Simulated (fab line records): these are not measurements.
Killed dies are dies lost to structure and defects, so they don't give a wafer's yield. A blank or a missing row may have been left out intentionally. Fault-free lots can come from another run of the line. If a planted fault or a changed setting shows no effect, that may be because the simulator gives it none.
Matching of chambers + flow n5Finfet + rieDiel-05 running N5_BEOL_M6_STRIP_36: 4 sister chambers
The step strips in N2/H2. 8 wafers are shown with their chamber, then 8 later ones without.

## WAFERS WITH THEIR CHAMBER
| wafer  | chamber | throttleValvePct (%) | drypumpMotorCurrentA (A) |
|--------|---------|----------------------|--------------------------|
| L080.5 | 1       | 23.97                | 6.4                      |
| L083.5 | 0       | 23.20                | 6.0                      |
| L084.3 | 3       | 23.65                | 4.9                      |
| L084.6 | 2       | 23.05                | 5.2                      |
| L090.2 | 1       | 23.99                | 6.5                      |
| L090.5 | 3       | 23.65                | 4.9                      |
| L090.6 | 0       | 23.21                | 5.9                      |
| L091.4 | 2       | 23.04                | 5.2                      |

## WAFERS WITH NO CHAMBER GIVEN
| wafer  | throttleValvePct (%) | drypumpMotorCurrentA (A) |
|--------|----------------------|--------------------------|
| L091.5 | 23.65                | 4.9                      |
| L091.6 | 23.05                | 5.2                      |
| L093.3 | 23.26                | 6.0                      |
| L093.5 | 23.69                | 4.8                      |
| L093.6 | 23.06                | 5.2                      |
| L097.1 | 23.28                | 5.9                      |
| L097.2 | 23.67                | 4.9                      |
| L097.6 | 23.03                | 5.2                      |

## WHICH CHAMBER EACH ONE RAN IN
| wafer  | from the rows above | in truth |
|--------|---------------------|----------|
| L091.5 | 3                   | 3        |
| L091.6 | 2                   | 2        |
| L093.3 | 0                   | 0        |
| L093.5 | 3                   | 3        |
| L093.6 | 2                   | 2        |
| L097.1 | 0                   | 0        |
| L097.2 | 3                   | 3        |
| L097.6 | 2                   | 2        |
Placed correctly: 8 of 8. From these rows, 0 cannot be placed. Placed wrongly: 0.
How it was worked out, from the rows above alone: a wafer's distance from a chamber is the root of the sum, over the readings, of the square of ((its reading less the chamber's mean) divided by the reading's scatter). The wafer belongs to the nearest chamber; if the next one is less than 2 further off, it can't be placed. Each chamber's mean is taken over the wafers shown for it. The scatter is the square root of a quotient: the sum, over the shown wafers, of each reading's squared deviation from its chamber's mean, divided by wafers minus chambers.
